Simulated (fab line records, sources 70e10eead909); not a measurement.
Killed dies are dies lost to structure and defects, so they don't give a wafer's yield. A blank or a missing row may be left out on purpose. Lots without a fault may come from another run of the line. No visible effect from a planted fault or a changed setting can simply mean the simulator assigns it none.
fab line records / flow nand_harc
record lots=6 wafers=18 last_day=25
route steps=1159 shown A_ONON_D1@424 END@1159
lots that met no fault: taken from a fault-free run of the same line
start_h: hours from the record's first day to the start of the lot's first wafer shown / wait_h: hours since the lot's step before / " repeats the value in the row above / L1.1+2: one row covering several wafers at once / - value missing, or start not given / * or withheld: withheld / < > ~ a bound
route shown NAME@n: NAME is a module with steps in the file, n the number in the route of the first one / usual: mean/standard deviation of fault-free wafers / same: alike in all rows / chamber/n: place in a boat / sites: each site's reading / _std_site: the standard deviation of these / _edge_site: outer sites' mean less inner sites' / radius_mm: how far each site lies from the wafer's centre / mask NAME#n: copy n / behind: tool/chamber where the wafer was last shaped / hold: why the lot went on hold/how many hours it stayed there/how the hold came to an end / device: transistor that didn't switch, given as n, p or np / end of line: tests run on the same wafers once the route is complete / a step without rows: its recipe alone / killed: at the first sort, the dies lost to defects and structure; wafer yield is something else / map: shows each die of a wafer: x if killed, . if not, _ if none is there
set.NAME: the setting as run; set.NAME@STEP: as run at that earlier step / model.NAME: the simulator's own value behind a step, which no gauge read
lots seen at some steps along the route; tables by step, rows by wafer
services: the hour from which a tool's chamber was out of use, counted from the record's first day as start_h (under 0 if before that day), plus the number of hours and why
## steps
# step NHARC_A_ONON_D1_DEP_00
# recipe target_thk_a=10000 n2_flow_sccm=2750 n2o_flow_sccm=2000 nh3_flow_sccm=500 sih4_flow_sccm=210 temp_c=400
# step NHARC_A_ONON_D1_THK_MEAS_02
# recipe thk_meas_gauge=ellipsometry
# usual thk_nm=1000/7.4
lot.wafer=L462.1 tool=film_metro-01 chamber=- start_h=193.56 wait_h=- thk_nm=1010
lot.wafer=L462.3 tool=film_metro-01 chamber=- start_h=193.56 wait_h=- thk_nm=1011
lot.wafer=L462.5 tool=film_metro-01 chamber=- start_h=193.56 wait_h=- thk_nm=1010
lot.wafer=L467.1 tool=film_metro-01 chamber=- start_h=227.99 wait_h=- thk_nm=1006
lot.wafer=L467.2 tool=film_metro-01 chamber=- start_h=227.99 wait_h=- thk_nm=1005
lot.wafer=L467.6 tool=film_metro-01 chamber=- start_h=227.99 wait_h=- thk_nm=1006
lot.wafer=L474.2 tool=film_metro-01 chamber=- start_h=262.87 wait_h=- thk_nm=998
lot.wafer=L474.3 tool=film_metro-01 chamber=- start_h=262.87 wait_h=- thk_nm=999
lot.wafer=L474.4 tool=film_metro-01 chamber=- start_h=262.87 wait_h=- thk_nm=1000
lot.wafer=L475.4 tool=film_metro-01 chamber=- start_h=266.73 wait_h=- thk_nm=978
lot.wafer=L475.5 tool=film_metro-01 chamber=- start_h=266.73 wait_h=- thk_nm=978
lot.wafer=L475.6 tool=film_metro-01 chamber=- start_h=266.73 wait_h=- thk_nm=978
lot.wafer=L477.3 tool=film_metro-02 chamber=- start_h=279.81 wait_h=- thk_nm=996
lot.wafer=L477.4 tool=film_metro-02 chamber=- start_h=279.81 wait_h=- thk_nm=994
lot.wafer=L477.5 tool=film_metro-02 chamber=- start_h=279.81 wait_h=- thk_nm=997
lot.wafer=L478.1 tool=film_metro-02 chamber=- start_h=289.16 wait_h=- thk_nm=995
lot.wafer=L478.3 tool=film_metro-02 chamber=- start_h=289.16 wait_h=- thk_nm=995
lot.wafer=L478.6 tool=film_metro-02 chamber=- start_h=289.16 wait_h=- thk_nm=994
# step NHARC_A_ONON_D1_DEP_03
# recipe target_thk_a=10000 n2_flow_sccm=2750 n2o_flow_sccm=2000 nh3_flow_sccm=500 sih4_flow_sccm=210 temp_c=400
# step NHARC_A_ONON_D1_THK_MEAS_05
# recipe thk_meas_gauge=ellipsometry
# usual thk_nm=997/8.4
lot.wafer=L462.1 tool=film_metro-02 chamber=- start_h=194.13 wait_h=- thk_nm=993
lot.wafer=L462.3 tool=film_metro-02 chamber=- start_h=194.13 wait_h=- thk_nm=993
lot.wafer=L462.5 tool=film_metro-02 chamber=- start_h=194.13 wait_h=- thk_nm=993
lot.wafer=L467.1 tool=film_metro-02 chamber=- start_h=228.56 wait_h=- thk_nm=992
lot.wafer=L467.2 tool=film_metro-02 chamber=- start_h=228.56 wait_h=- thk_nm=993
lot.wafer=L467.6 tool=film_metro-02 chamber=- start_h=228.56 wait_h=- thk_nm=992
lot.wafer=L474.2 tool=film_metro-02 chamber=- start_h=263.44 wait_h=- thk_nm=992
lot.wafer=L474.3 tool=film_metro-02 chamber=- start_h=263.44 wait_h=- thk_nm=991
lot.wafer=L474.4 tool=film_metro-02 chamber=- start_h=263.44 wait_h=- thk_nm=993
lot.wafer=L475.4 tool=film_metro-02 chamber=- start_h=267.30 wait_h=- thk_nm=1001
lot.wafer=L475.5 tool=film_metro-02 chamber=- start_h=267.30 wait_h=- thk_nm=1001
lot.wafer=L475.6 tool=film_metro-02 chamber=- start_h=267.30 wait_h=- thk_nm=999
lot.wafer=L477.3 tool=film_metro-01 chamber=- start_h=280.38 wait_h=- thk_nm=1010
lot.wafer=L477.4 tool=film_metro-01 chamber=- start_h=280.38 wait_h=- thk_nm=1012
lot.wafer=L477.5 tool=film_metro-01 chamber=- start_h=280.38 wait_h=- thk_nm=1012
lot.wafer=L478.1 tool=film_metro-01 chamber=- start_h=289.72 wait_h=- thk_nm=993
lot.wafer=L478.3 tool=film_metro-01 chamber=- start_h=289.72 wait_h=- thk_nm=994
lot.wafer=L478.6 tool=film_metro-01 chamber=- start_h=289.72 wait_h=- thk_nm=992
# step NHARC_A_ONON_D1_DEP_06
# recipe target_thk_a=10000 n2_flow_sccm=2750 n2o_flow_sccm=2000 nh3_flow_sccm=500 sih4_flow_sccm=210 temp_c=400
# step NHARC_A_ONON_D1_THK_MEAS_08
# recipe thk_meas_gauge=ellipsometry
# usual thk_nm=999/12
lot.wafer=L462.1 tool=film_metro-02 chamber=- start_h=194.69 wait_h=- thk_nm=997
lot.wafer=L462.3 tool=film_metro-02 chamber=- start_h=194.69 wait_h=- thk_nm=997
lot.wafer=L462.5 tool=film_metro-02 chamber=- start_h=194.69 wait_h=- thk_nm=994
lot.wafer=L467.1 tool=film_metro-01 chamber=- start_h=229.13 wait_h=- thk_nm=1017
lot.wafer=L467.2 tool=film_metro-01 chamber=- start_h=229.13 wait_h=- thk_nm=1015
lot.wafer=L467.6 tool=film_metro-01 chamber=- start_h=229.13 wait_h=- thk_nm=1016
lot.wafer=L474.2 tool=film_metro-02 chamber=- start_h=264.01 wait_h=- thk_nm=992
lot.wafer=L474.3 tool=film_metro-02 chamber=- start_h=264.01 wait_h=- thk_nm=989
lot.wafer=L474.4 tool=film_metro-02 chamber=- start_h=264.01 wait_h=- thk_nm=991
lot.wafer=L475.4 tool=film_metro-02 chamber=- start_h=267.86 wait_h=- thk_nm=1016
lot.wafer=L475.5 tool=film_metro-02 chamber=- start_h=267.86 wait_h=- thk_nm=1015
lot.wafer=L475.6 tool=film_metro-02 chamber=- start_h=267.86 wait_h=- thk_nm=1014
lot.wafer=L477.3 tool=film_metro-02 chamber=- start_h=280.95 wait_h=- thk_nm=985
lot.wafer=L477.4 tool=film_metro-02 chamber=- start_h=280.95 wait_h=- thk_nm=985
lot.wafer=L477.5 tool=film_metro-02 chamber=- start_h=280.95 wait_h=- thk_nm=988
lot.wafer=L478.1 tool=film_metro-01 chamber=- start_h=290.29 wait_h=- thk_nm=983
lot.wafer=L478.3 tool=film_metro-01 chamber=- start_h=290.29 wait_h=- thk_nm=985
lot.wafer=L478.6 tool=film_metro-01 chamber=- start_h=290.29 wait_h=- thk_nm=983
# step NHARC_A_ONON_D1_DEP_09
# recipe target_thk_a=10000 n2_flow_sccm=2750 n2o_flow_sccm=2000 nh3_flow_sccm=500 sih4_flow_sccm=210 temp_c=400
# step NHARC_A_ONON_D1_THK_MEAS_11
# recipe thk_meas_gauge=ellipsometry
# usual thk_nm=998/9.7
lot.wafer=L462.1 tool=film_metro-01 chamber=- start_h=195.26 wait_h=- thk_nm=1002
lot.wafer=L462.3 tool=film_metro-01 chamber=- start_h=195.26 wait_h=- thk_nm=1003
lot.wafer=L462.5 tool=film_metro-01 chamber=- start_h=195.26 wait_h=- thk_nm=1003
lot.wafer=L467.1 tool=film_metro-02 chamber=- start_h=229.69 wait_h=- thk_nm=1008
lot.wafer=L467.2 tool=film_metro-02 chamber=- start_h=229.69 wait_h=- thk_nm=1007
lot.wafer=L467.6 tool=film_metro-02 chamber=- start_h=229.69 wait_h=- thk_nm=1008
lot.wafer=L474.2 tool=film_metro-01 chamber=- start_h=264.60 wait_h=- thk_nm=1002
lot.wafer=L474.3 tool=film_metro-01 chamber=- start_h=264.60 wait_h=- thk_nm=1002
lot.wafer=L474.4 tool=film_metro-01 chamber=- start_h=264.60 wait_h=- thk_nm=1000
lot.wafer=L475.4 tool=film_metro-02 chamber=- start_h=268.43 wait_h=- thk_nm=998
lot.wafer=L475.5 tool=film_metro-02 chamber=- start_h=268.43 wait_h=- thk_nm=997
lot.wafer=L475.6 tool=film_metro-02 chamber=- start_h=268.43 wait_h=- thk_nm=998
lot.wafer=L477.3 tool=film_metro-02 chamber=- start_h=281.51 wait_h=- thk_nm=1008
lot.wafer=L477.4 tool=film_metro-02 chamber=- start_h=281.51 wait_h=- thk_nm=1009
lot.wafer=L477.5 tool=film_metro-02 chamber=- start_h=281.51 wait_h=- thk_nm=1008
lot.wafer=L478.1 tool=film_metro-02 chamber=- start_h=290.86 wait_h=- thk_nm=997
lot.wafer=L478.3 tool=film_metro-02 chamber=- start_h=290.86 wait_h=- thk_nm=998
lot.wafer=L478.6 tool=film_metro-02 chamber=- start_h=290.86 wait_h=- thk_nm=999
# step NHARC_A_ONON_D1_DEP_12
# recipe target_thk_a=10000 n2_flow_sccm=2750 n2o_flow_sccm=2000 nh3_flow_sccm=500 sih4_flow_sccm=210 temp_c=400
# step NHARC_A_ONON_D1_THK_MEAS_14
# recipe thk_meas_gauge=ellipsometry
# usual thk_nm=1002/11
lot.wafer=L462.1 tool=film_metro-01 chamber=- start_h=195.82 wait_h=- thk_nm=1019
lot.wafer=L462.3 tool=film_metro-01 chamber=- start_h=195.82 wait_h=- thk_nm=1017
lot.wafer=L462.5 tool=film_metro-01 chamber=- start_h=195.82 wait_h=- thk_nm=1018
lot.wafer=L467.1 tool=film_metro-02 chamber=- start_h=230.26 wait_h=- thk_nm=994
lot.wafer=L467.2 tool=film_metro-02 chamber=- start_h=230.26 wait_h=- thk_nm=993
lot.wafer=L467.6 tool=film_metro-02 chamber=- start_h=230.26 wait_h=- thk_nm=992
lot.wafer=L474.2 tool=film_metro-02 chamber=- start_h=265.18 wait_h=- thk_nm=1007
lot.wafer=L474.3 tool=film_metro-02 chamber=- start_h=265.18 wait_h=- thk_nm=1006
lot.wafer=L474.4 tool=film_metro-02 chamber=- start_h=265.18 wait_h=- thk_nm=1006
lot.wafer=L475.4 tool=film_metro-01 chamber=- start_h=268.99 wait_h=- thk_nm=1002
lot.wafer=L475.5 tool=film_metro-01 chamber=- start_h=268.99 wait_h=- thk_nm=1003
lot.wafer=L475.6 tool=film_metro-01 chamber=- start_h=268.99 wait_h=- thk_nm=1003
lot.wafer=L477.3 tool=film_metro-01 chamber=- start_h=282.07 wait_h=- thk_nm=1002
lot.wafer=L477.4 tool=film_metro-01 chamber=- start_h=282.07 wait_h=- thk_nm=1001
lot.wafer=L477.5 tool=film_metro-01 chamber=- start_h=282.07 wait_h=- thk_nm=999
lot.wafer=L478.1 tool=film_metro-02 chamber=- start_h=291.42 wait_h=- thk_nm=1000
lot.wafer=L478.3 tool=film_metro-02 chamber=- start_h=291.42 wait_h=- thk_nm=1001
lot.wafer=L478.6 tool=film_metro-02 chamber=- start_h=291.42 wait_h=- thk_nm=1002
# step NHARC_A_ONON_D1_ANNEAL_15
# recipe temp_c=750 time_s=3600
# step NHARC_A_ONON_D1_DEP_16
# recipe target_thk_a=10000 n2_flow_sccm=2750 n2o_flow_sccm=2000 nh3_flow_sccm=500 sih4_flow_sccm=210 temp_c=400
lot.wafer=L462.1+3+5 tool=pecvd_onon-02 chamber=0 start_h=205.05 wait_h=0.1
lot.wafer=L467.1+2+6 tool=pecvd_onon-03 chamber=0 start_h=237.16 wait_h=0.1
lot.wafer=L474.2+3+4 tool=pecvd_onon-02 chamber=0 start_h=271.77 wait_h=0.1
lot.wafer=L475.4+5+6 tool=pecvd_onon-02 chamber=0 start_h=280.97 wait_h=0.2
lot.wafer=L477.3+4+5 tool=pecvd_onon-01 chamber=0 start_h=288.78 wait_h=0.2
lot.wafer=L478.1+3+6 tool=pecvd_onon-01 chamber=0 start_h=298.02 wait_h=0.1
# step NHARC_A_ONON_D1_THK_MEAS_18
# recipe thk_meas_gauge=ellipsometry
# usual thk_nm=1000/10
lot.wafer=L462.1 tool=film_metro-02 chamber=- start_h=205.57 wait_h=- hold=- thk_nm=1010
lot.wafer=L462.3 tool=film_metro-02 chamber=- start_h=205.57 wait_h=- hold=- thk_nm=1010
lot.wafer=L462.5 tool=film_metro-02 chamber=- start_h=205.57 wait_h=- hold=- thk_nm=1013
lot.wafer=L467.1 tool=film_metro-01 chamber=- start_h=237.67 wait_h=- hold=- thk_nm=996
lot.wafer=L467.2 tool=film_metro-01 chamber=- start_h=237.67 wait_h=- hold=- thk_nm=995
lot.wafer=L467.6 tool=film_metro-01 chamber=- start_h=237.67 wait_h=- hold=- thk_nm=993
lot.wafer=L474.2 tool=film_metro-02 chamber=- start_h=272.22 wait_h=- hold=await_dispo/0.2h/release thk_nm=1548
lot.wafer=L474.3 tool=film_metro-02 chamber=- start_h=272.22 wait_h=- hold=await_dispo/0.2h/release thk_nm=1547
lot.wafer=L474.4 tool=film_metro-02 chamber=- start_h=272.22 wait_h=- hold=await_dispo/0.2h/release thk_nm=1546
lot.wafer=L474.2 tool=film_metro-02 chamber=- start_h=272.39 wait_h=0.2 hold=- thk_nm=1547
lot.wafer=L474.3 tool=film_metro-02 chamber=- start_h=272.39 wait_h=0.2 hold=- thk_nm=1546
lot.wafer=L474.4 tool=film_metro-02 chamber=- start_h=272.39 wait_h=0.2 hold=- thk_nm=1546
lot.wafer=L475.4 tool=film_metro-02 chamber=- start_h=281.30 wait_h=- hold=await_dispo/0.2h/release thk_nm=1548
lot.wafer=L475.5 tool=film_metro-02 chamber=- start_h=281.30 wait_h=- hold=await_dispo/0.2h/release thk_nm=1547
lot.wafer=L475.6 tool=film_metro-02 chamber=- start_h=281.30 wait_h=- hold=await_dispo/0.2h/release thk_nm=1545
lot.wafer=L475.4 tool=film_metro-02 chamber=- start_h=281.47 wait_h=0.2 hold=- thk_nm=1547
lot.wafer=L475.5 tool=film_metro-02 chamber=- start_h=281.47 wait_h=0.2 hold=- thk_nm=1545
lot.wafer=L475.6 tool=film_metro-02 chamber=- start_h=281.47 wait_h=0.2 hold=- thk_nm=1547
lot.wafer=L477.3 tool=film_metro-02 chamber=- start_h=289.17 wait_h=- hold=- thk_nm=990
lot.wafer=L477.4 tool=film_metro-02 chamber=- start_h=289.17 wait_h=- hold=- thk_nm=992
lot.wafer=L477.5 tool=film_metro-02 chamber=- start_h=289.17 wait_h=- hold=- thk_nm=991
lot.wafer=L478.1 tool=film_metro-02 chamber=- start_h=298.55 wait_h=- hold=- thk_nm=993
lot.wafer=L478.3 tool=film_metro-02 chamber=- start_h=298.55 wait_h=- hold=- thk_nm=991
lot.wafer=L478.6 tool=film_metro-02 chamber=- start_h=298.55 wait_h=- hold=- thk_nm=990
# step NHARC_END_SORT_01
# recipe temp_c=25
# usual defect_limited_yield=95.6/1.6 killed_at_array=26/11 killed_at_other=0.4/0.78 killed_at_periphery=3.4/2.4 killed_dies=29/11 killed_open=3.1/1.9 killed_short=1.9/1.4 sort_bin_2_pct=1.3/0.63 sort_bin_3_pct=0.20/0.18 sort_bin_4_pct=2.8/1.1 sort_n_pass=648/11 sort_rim_yield_pct=95/3.4 sort_yield_pct=95.6/1.6
# same gross_dies=677 sort_bin_5_pct[%]=0 sort_bin_6_pct[%]=0 sort_bin_7_pct[%]=0 sort_bin_8_pct[%]=0 sort_rim_n_gross=106.00
lot.wafer=L467.1 tool=prober-01 chamber=0 start_h=536.59 wait_h=2.5 defect_limited_yield[%]=96.5 killed_at_array=23 killed_at_other=0 killed_at_periphery=1 killed_dies=24 killed_open=5 killed_short=4 sort_bin_2_pct[%]=0.9 sort_bin_3_pct[%]=0.44 sort_bin_4_pct[%]=2.2 sort_n_pass=653 sort_rim_yield_pct[%]=91 sort_yield_pct[%]=96.5
lot.wafer=L467.2 tool=prober-01 chamber=0 start_h=537.39 wait_h=2.8 defect_limited_yield[%]=96.2 killed_at_array=25 killed_at_other=0 killed_at_periphery=1 killed_dies=26 killed_open=4 killed_short=1 sort_bin_2_pct[%]=1.3 sort_bin_3_pct[%]=0 sort_bin_4_pct[%]=2.5 sort_n_pass=651 sort_rim_yield_pct[%]=99 sort_yield_pct[%]=96.2
lot.wafer=L467.6 tool=prober-01 chamber=0 start_h=540.61 wait_h=4.0 defect_limited_yield[%]=97.2 killed_at_array=17 killed_at_other=1 killed_at_periphery=1 killed_dies=19 killed_open=5 killed_short=1 sort_bin_2_pct[%]=0.7 sort_bin_3_pct[%]=0 sort_bin_4_pct[%]=2.1 sort_n_pass=658 sort_rim_yield_pct[%]=96 sort_yield_pct[%]=97.2
lot.wafer=L462.1 tool=prober-02 chamber=0 start_h=544.60 wait_h=2.5 defect_limited_yield[%]=96.6 killed_at_array=21 killed_at_other=0 killed_at_periphery=2 killed_dies=23 killed_open=1 killed_short=1 sort_bin_2_pct[%]=0.9 sort_bin_3_pct[%]=0.30 sort_bin_4_pct[%]=2.2 sort_n_pass=654 sort_rim_yield_pct[%]=93 sort_yield_pct[%]=96.6
lot.wafer=L462.3 tool=prober-02 chamber=0 start_h=546.21 wait_h=3.1 defect_limited_yield[%]=97.8 killed_at_array=13 killed_at_other=0 killed_at_periphery=2 killed_dies=15 killed_open=3 killed_short=3 sort_bin_2_pct[%]=0.6 sort_bin_3_pct[%]=0 sort_bin_4_pct[%]=1.6 sort_n_pass=662 sort_rim_yield_pct[%]=99 sort_yield_pct[%]=97.8
lot.wafer=L462.5 tool=prober-02 chamber=0 start_h=547.82 wait_h=3.7 defect_limited_yield[%]=97.5 killed_at_array=15 killed_at_other=0 killed_at_periphery=2 killed_dies=17 killed_open=2 killed_short=1 sort_bin_2_pct[%]=0.7 sort_bin_3_pct[%]=0 sort_bin_4_pct[%]=1.8 sort_n_pass=660 sort_rim_yield_pct[%]=97 sort_yield_pct[%]=97.5
lot.wafer=L477.3 tool=prober-02 chamber=0 start_h=604.30 wait_h=3.1 defect_limited_yield[%]=94.4 killed_at_array=34 killed_at_other=1 killed_at_periphery=3 killed_dies=38 killed_open=3 killed_short=2 sort_bin_2_pct[%]=2.2 sort_bin_3_pct[%]=0.15 sort_bin_4_pct[%]=3.2 sort_n_pass=639 sort_rim_yield_pct[%]=90 sort_yield_pct[%]=94.4
lot.wafer=L477.4 tool=prober-02 chamber=0 start_h=605.09 wait_h=3.4 defect_limited_yield[%]=90.3 killed_at_array=65 killed_at_other=0 killed_at_periphery=1 killed_dies=66 killed_open=3 killed_short=1 sort_bin_2_pct[%]=2.8 sort_bin_3_pct[%]=0.44 sort_bin_4_pct[%]=6.5 sort_n_pass=611 sort_rim_yield_pct[%]=98 sort_yield_pct[%]=90.3
lot.wafer=L477.5 tool=prober-02 chamber=0 start_h=605.89 wait_h=3.7 defect_limited_yield[%]=93.4 killed_at_array=42 killed_at_other=0 killed_at_periphery=3 killed_dies=45 killed_open=4 killed_short=1 sort_bin_2_pct[%]=2.1 sort_bin_3_pct[%]=0.59 sort_bin_4_pct[%]=4.0 sort_n_pass=632 sort_rim_yield_pct[%]=99 sort_yield_pct[%]=93.4
# killed by level:class
L467.1 A_SLIT:chamber_film_flake=8 A_CONTACT:chamber_film_flake=5 P_M0:geometric_particle:open=1 A_ONON_D1:geometric_particle:open=1 A_CHANNEL_FILL_D1:geometric_particle:open=1 A_CHANNEL_FILL_D1:geometric_particle:short=1 A_WL_FILL:geometric_particle:short=1 A_WL_FILL:geometric_particle:open=1
L467.2 A_SLIT:chamber_film_flake=9 A_CONTACT:chamber_film_flake=7 A_CHANNEL_HOLE_D1:chamber_film_flake=4 A_CONTACT:geometric_particle:open=2 P_CONTACT:geometric_particle:open=1 A_SOURCE_PLATE:geometric_particle:short=1 A_STAIRCASE:geometric_particle:open=1 A_ZERO_WELL:chamber_film_flake=1
L467.6 A_SLIT:chamber_film_flake=5 A_CONTACT:geometric_particle:open=3 A_CHANNEL_HOLE_D1:chamber_film_flake=3 A_CONTACT:chamber_film_flake=3 A_STAIRCASE:chamber_film_flake=2 P_M0:geometric_particle:open=1 A_BLC:geometric_particle:open=1 STARTING-WAFER:geometric_particle:short=1
L462.1 A_STAIRCASE:chamber_film_flake=7 A_CONTACT:chamber_film_flake=7 A_CHANNEL_HOLE_D1:chamber_film_flake=5 P_STI:chamber_film_flake=2 A_SGD_CUT:geometric_particle:short=1 A_CONTACT:geometric_particle:open=1
L462.3 A_STAIRCASE:chamber_film_flake=4 A_CONTACT:chamber_film_flake=3 A_CONTACT:geometric_particle:open=2 P_GATE:geometric_particle:open=1 A_CHANNEL_FILL_D1:geometric_particle:short=1 A_SGD_CUT:geometric_particle:short=1 A_CONTACT:geometric_particle:short=1 P_M2:chamber_film_flake=1
L462.5 A_STAIRCASE:chamber_film_flake=7 A_CHANNEL_HOLE_D1:chamber_film_flake=3 P_GATE:geometric_particle:open=1 A_ONON_D1:geometric_particle:short=1 A_CONTACT:geometric_particle:open=1 P_STI:chamber_film_flake=1 A_ZERO_WELL:chamber_film_flake=1 A_SLIT:chamber_film_flake=1
L477.3 A_CHANNEL_HOLE_D1:chamber_film_flake=10 A_SLIT:chamber_film_flake=9 A_CONTACT:chamber_film_flake=5 P_BONDPAD:chamber_film_flake=2 A_STAIRCASE:chamber_film_flake=2 A_WL_FILL:chamber_film_flake=2 A_M1:chamber_film_flake=2 P_GATE:geometric_particle:open=1
L477.4 A_SLIT:chamber_film_flake=30 A_CHANNEL_HOLE_D1:chamber_film_flake=19 A_STAIRCASE:chamber_film_flake=4 A_CONTACT:chamber_film_flake=3 A_M0:chamber_film_flake=2 A_CHANNEL_FILL_D1:geometric_particle:open=1 A_WL_FILL:geometric_particle:short=1 A_CONTACT:geometric_particle:open=1
L477.5 A_CHANNEL_HOLE_D1:chamber_film_flake=18 A_SLIT:chamber_film_flake=17 A_CONTACT:chamber_film_flake=2 P_GATE:geometric_particle:open=1 P_M0:geometric_particle:short=1 A_WL_FILL:geometric_particle:open=1 A_CONTACT:geometric_particle:open=1 A_BLC:geometric_particle:open=1
## services
tool=pecvd_onon-01 chamber=- start_h=195.33 hours=13.0 kind=pm
tool=pecvd_onon-02 chamber=- start_h=292.00 hours=13.0 kind=pm
## key
first_sign step=NHARC_A_ONON_D1_THK_MEAS_18 reading=visit direction=added
effect step=NHARC_A_ONON_D1_THK_MEAS_18 reading=thk_nm direction=up sigmas=53 usual=1000 struck=1547
met_at NHARC_A_ONON_D1_DEP_16
struck_wafers L474.2,L474.3,L474.4,L475.4,L475.5,L475.6
scrapped_behind NHARC_A_ONON_D1_THK_MEAS_18 L474.2,L474.3,L474.4,L475.4,L475.5,L475.6
onset_between 205.05 271.77
fault kind=process_parameter_drift tool=pecvd_onon-02 chamber=- onset_h=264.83 steps=NHARC_A_ONON_D1_DEP_16 channel=target_thk_a offset=* shape=step end_h=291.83 acts_in=* stated=*
